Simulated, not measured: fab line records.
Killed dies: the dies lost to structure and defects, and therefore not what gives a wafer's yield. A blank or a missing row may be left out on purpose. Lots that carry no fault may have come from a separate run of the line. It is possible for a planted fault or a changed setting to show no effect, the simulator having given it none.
A lot that was struck, set against a sound lot    flow nand-harc    35 out of 1302 route steps
Sound: these wafers, L711.2, L711.3, L711.6. Wafers L724.2, L724.4, L724.5 were the ones struck. The cause comes at the end.
Order at every step that has rows: each side's tool, ch and its chambers, its first start. Under that, the readings that differ: sound wafers    struck wafers    difference of the means    sigmas: that difference in standard deviations of wafers without a fault.
alike: words and numbers the same on both sides, and readings whose means are apart by under 2 such deviations; not compared: readings that were withheld, readings missing a value for some wafer, numbers with overlapping values and no deviation given by the record, and bounds like >300 which may hide the same value.
The two part at a step that has a row with sigmas, a row that says differs or no value, or rows on one side only. Numbers that don't overlap but have no deviation are shown without sigmas and don't part them. Lack of a reading on every wafer of one side parts them only where that side has two or more wafers.

first, 2 steps without rows for these wafers: NHARC_P_M0_PEB_07 (peb time 65 s); NHARC_P_M0_DEVELOP_08 (develop time 35 s).
NHARC_P_M0_CD_MEAS_09: target cd 90 nm.
  sound on cd-sem-03 ch 0, day 6 15:20; struck on cd-sem-03 ch 0, day 12 03:44
  alike: cd-nm
NHARC_P_M0_OVL_MEAS_10: pitch 180 nm.
  struck on overlay-01, day 12 03:50; sound on overlay-01, day 6 15:26
  alike: overlay-x-nm, overlay-y-nm
NHARC_P_M0_INSPECT_11:
  struck on defect-inspect-01, day 12 03:52; sound on defect-inspect-01, day 6 15:28
  alike: raw-defect-count
then, 2 steps without rows for these wafers: NHARC_P_M0_DESCUM_14 (chemistry O2, time 3 s); NHARC_P_M0_ETCH_34 (etches the open film in N2/H2, target depth 40 nm, overetch 12 nm, time 43.94 s).
NHARC_P_M0_ETCH_15: etches the open film in C4F8/Ar, target depth 150 nm, overetch 15 nm, time 82.5 s.
  sound: rie-diel-01 ch 0,3; struck: rie-diel-06 ch 1,2,3
  alike: oes-product-au, rf-vpp-V
  not compared: rf-hours-counter-h
NHARC_P_M0_CD_MEAS_16:
  struck on cd-sem-02, day 12 04:13; sound on cd-sem-02, day 6 15:50
  alike: cd-nm
then, 2 steps without rows for these wafers: NHARC_P_M0_STRIP_18 (strips in N2/H2); NHARC_P_M0_STRIP_19 (strips in post etch residue remover, time 600 s).
NHARC_P_M0_DEGAS_28: time 60 s.
  struck on pvd-sputter-02, day 12 04:52; sound on pvd-sputter-02, day 6 16:26
  alike: heater-power-w
NHARC_P_M0_PRE_CLEAN_29: time 30 s.
  struck on pvd-sputter-02, day 12 04:55; sound on pvd-sputter-02, day 6 16:31
  alike: heater-power-w
then, 3 steps without rows for these wafers: NHARC_P_M0_PVD_20 (deposits TaN, target thk 5 nm, time 8.06 s); NHARC_P_M0_PVD_21 (deposits Cu, target thk 30 nm, time 20.49 s); NHARC_P_M0_ECD_22 (material Cu, target thk 400 nm).
NHARC_P_M0_ANNEAL_30: time 90 s.
  sound on rtp-anneal-02 ch 0, day 6 17:14; struck on rtp-anneal-02 ch 0, day 12 05:41
reading           sound                 struck                difference  sigmas
wafer_temp_C_max  225.88 226.12 225.81  226.44 226.38 226.63  +0.55       +2
NHARC_P_M0_CMP_23: polishes, t overpolish 20 s, target thk 117.54 nm.
  sound on cmp-01 ch 2,3, day 6 17:32; struck on cmp-01 ch 1,3, day 12 06:00
  alike: motor-current-A, time-to-endpoint-s
NHARC_P_M0_THK_MEAS_24: measures by xrf.
  struck on film-metro-02, day 12 06:17; sound on film-metro-01, day 6 17:51
reading      sound              struck             difference  sigmas
thk-nm (nm)  117.9 121.9 121.2  117.6 112.6 114.6  -5.4        -3
next, for these wafers, 1 step has no rows: NHARC_P_M0_SRD_25.
NHARC_P_M0_PRE_CLEAN_31: time 12 s.
  sound on pecvd-02 ch 0,1, day 6 18:04; struck on pecvd-03 ch 0,2, day 12 06:34
  alike: heater-power-w
then, 11 steps without rows for these wafers: NHARC_P_M0_DEP_32 (deposits SiCN, target thk 30 nm); NHARC_P_M1_DEP_00 (deposits SiOC, target thk 182.5 nm); NHARC_P_M1_DEHYDRATE_01 (time 120 s); NHARC_P_M1_HMDS_02 (time 30 s); NHARC_P_M1_COAT_34 (time 65 s); NHARC_P_M1_COAT_03 (resist thk 90 nm); NHARC_P_M1_SOFTBAKE_04 (time 55 s); NHARC_P_M1_EBR_05; NHARC_P_M1_EXPOSE_06 (exposes mask P M1, target cd 130 nm); NHARC_P_M1_PEB_07 (peb time 65 s); NHARC_P_M1_DEVELOP_08 (develop time 35 s).
NHARC_P_M1_CD_MEAS_09: target cd 130 nm.
  sound on cd-sem-01 ch 0, day 6 19:23; struck on cd-sem-01 ch 0, day 12 08:03
  alike: cd-nm
NHARC_P_M1_OVL_MEAS_10: pitch 260 nm.
  struck on overlay-01, day 12 08:08; sound on overlay-01, day 6 19:28
  alike: overlay-x-nm, overlay-y-nm
-- record jumps: 18 days between struck wafers' starts before vs after; left off in module P_M1, resumes in module END, first step shown is number 1302 of the route --
NHARC_END_SORT_01:
  at this point the record logs the struck wafers (prober-02 ch 0, day 30 10:16) and has no rows for the sound ones

== WHERE THEY PART ==
Earliest at NHARC_P_M0_ANNEAL_30; latest, in this record, at NHARC_END_SORT_01.

WHY: what the simulator had put in
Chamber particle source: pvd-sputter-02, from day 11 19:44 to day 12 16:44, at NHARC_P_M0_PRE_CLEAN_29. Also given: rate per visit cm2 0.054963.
